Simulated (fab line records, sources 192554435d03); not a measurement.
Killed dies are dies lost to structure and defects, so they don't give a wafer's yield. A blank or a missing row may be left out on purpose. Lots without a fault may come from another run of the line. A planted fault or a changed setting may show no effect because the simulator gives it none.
Chamber matching | flow n5_finfet | N5_BEOL_M6_DESCUM_33 on rie_diel-06: 4 sister chambers
The step chemistry O2, time 7 s. 18 wafers are shown with their chamber, then 9 later ones without.

WAFERS WITH THEIR CHAMBER
wafer  | chamber | showerhead_plenum_p_Torr (Torr) | oes_product_au (a.u.) | throttle_valve_pct (%)
L075.1 | 2       | 2.05                            | 0.86                  | 20.36
L075.4 | 2       | 2.05                            | 0.85                  | 20.36
L075.5 | 0       | 2.06                            | 0.72                  | 20.32
L074.1 | 2       | 2.05                            | 0.85                  | 20.36
L074.3 | 3       | 2.07                            | 0.72                  | 20.62
L074.6 | 2       | 2.04                            | 0.87                  | 20.37
L076.2 | 2       | 2.04                            | 0.86                  | 20.38
L076.3 | 1       | 2.14                            | 0.90                  | 20.42
L076.6 | 2       | 2.04                            | 0.86                  | 20.36
L082.2 | 1       | 2.14                            | 0.87                  | 20.45
L082.3 | 2       | 2.04                            | 0.83                  | 20.39
L082.6 | 3       | 2.06                            | 0.69                  | 20.62
L083.1 | 0       | 2.05                            | 0.70                  | 20.37
L083.2 | 1       | 2.13                            | 0.86                  | 20.45
L083.4 | 1       | 2.13                            | 0.87                  | 20.46
L092.1 | 0       | 2.05                            | 0.68                  | 20.39
L092.4 | 3       | 2.06                            | 0.98                  | 20.23
L092.6 | 0       | 2.05                            | 0.68                  | 20.37

SIGNATURES (means of the wafers above)
reading                  | chamber 0 | chamber 1 | chamber 2 | chamber 3 | scatter within a chamber
showerhead_plenum_p_Torr | 2.0525    | 2.1350    | 2.0443    | 2.0633    | 0.00543
oes_product_au           | 0.6950    | 0.8750    | 0.8543    | 0.7967    | 0.062
throttle_valve_pct       | 20.3625   | 20.4450   | 20.3686   | 20.4900   | 0.087
Rule: a wafer's distance from a chamber is the root of the sum, over the readings, of the square of ((its reading less the chamber's mean) divided by the reading's scatter). The wafer belongs to the nearest chamber; if the next one is less than 2 further off, it can't be placed. The scatter: the root of (the sum of the squares of (reading less its chamber's mean) over the shown wafers, divided by (wafers less chambers)).

WAFERS WITHOUT THEIR CHAMBER
wafer  | showerhead_plenum_p_Torr (Torr) | oes_product_au (a.u.) | throttle_valve_pct (%)
L090.2 | 2.05                            | 0.68                  | 20.38
L090.5 | 2.13                            | 0.84                  | 20.48
L090.6 | 2.03                            | 0.80                  | 20.42
L093.3 | 2.05                            | 0.99                  | 20.08
L093.4 | 2.03                            | 0.78                  | 20.43
L093.6 | 2.03                            | 0.78                  | 20.43
L096.2 | 2.12                            | 0.83                  | 20.51
L096.4 | 2.05                            | 0.98                  | 20.07
L096.5 | 2.13                            | 0.82                  | 20.51

WHICH CHAMBER EACH WENT THROUGH
wafer  | from the rows above     | in truth
L090.2 | 0                       | 0
L090.5 | 1                       | 1
L090.6 | can't be placed: 2 or 0 | 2
L093.3 | can't be placed: 2 or 0 | 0
L093.4 | can't be placed: 2 or 0 | 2
L093.6 | can't be placed: 2 or 0 | 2
L096.2 | 1                       | 1
L096.4 | can't be placed: 2 or 0 | 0
L096.5 | 1                       | 1
Placed correctly: 4 of 9. Can't be placed from these rows: 5 (the true chamber is among the candidates in 5). Placed wrongly: 0.
